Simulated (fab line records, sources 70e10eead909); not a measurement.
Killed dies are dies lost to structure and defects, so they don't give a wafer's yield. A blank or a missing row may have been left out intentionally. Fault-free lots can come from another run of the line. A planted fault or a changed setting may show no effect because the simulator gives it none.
Matching of chambers ; flow nandHarc ; 4 sister chambers for NHARC_P_CONTACT_ALD_22 on aldMetal-01
The step deposits TiN, target thk 3 nm, pulse time 1 s, ald cycles 150. 7 wafers are shown with their chamber, then 10 later ones without.

WAFERS PAIRED WITH THEIR CHAMBERS
wafer;chamber;heaterPowerW (W);heaterPowerOuterW (W)
L084.4;3;894;667
L086.6;1;1088;624
L088.1;0;1022;631
L088.5;1;1046;638
L088.6;2;989;627
L091.1;0;1059;637
L091.2;2;979;641

WAFERS WHOSE CHAMBER IS MISSING
wafer;heaterPowerW (W);heaterPowerOuterW (W)
L091.3;1073;663
L090.3;975;624
L090.4;976;641
L090.6;1057;652
L095.2;1079;645
L095.5;1093;667
L095.6;1026;632
L097.1;916;652
L097.2;997;625
L097.4;1074;649

WHICH CHAMBER EACH ONE RAN IN
wafer;from the rows above;in truth
L091.3;can't be placed: 0 or 1 or 2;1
L090.3;can't be placed: 2 or 0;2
L090.4;2;2
L090.6;can't be placed: 0 or 1 or 2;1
L095.2;can't be placed: 1 or 0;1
L095.5;can't be placed: 1 or 0 or 2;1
L095.6;can't be placed: 0 or 1 or 2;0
L097.1;can't be placed: 3 or 2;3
L097.2;can't be placed: 2 or 0 or 1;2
L097.4;can't be placed: 1 or 0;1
1 of 10 placed correctly. Not placeable from these rows: 9 (in 9, the candidates include the true chamber). Placed wrongly: 0.
How it was worked out, from the rows above alone: a wafer's distance from a chamber is the root of the sum, over the readings, of the square of ((its reading less the chamber's mean) divided by the reading's scatter). If the next closest chamber is less than 2 further off than the closest, the wafer can't be placed; otherwise it belongs to the closest. For every chamber, the mean is computed from those of its wafers that are shown. How the scatter is found: for the shown wafers, subtract from each reading the mean of its chamber, square and add these, divide the total by (wafers less chambers), then take the root.
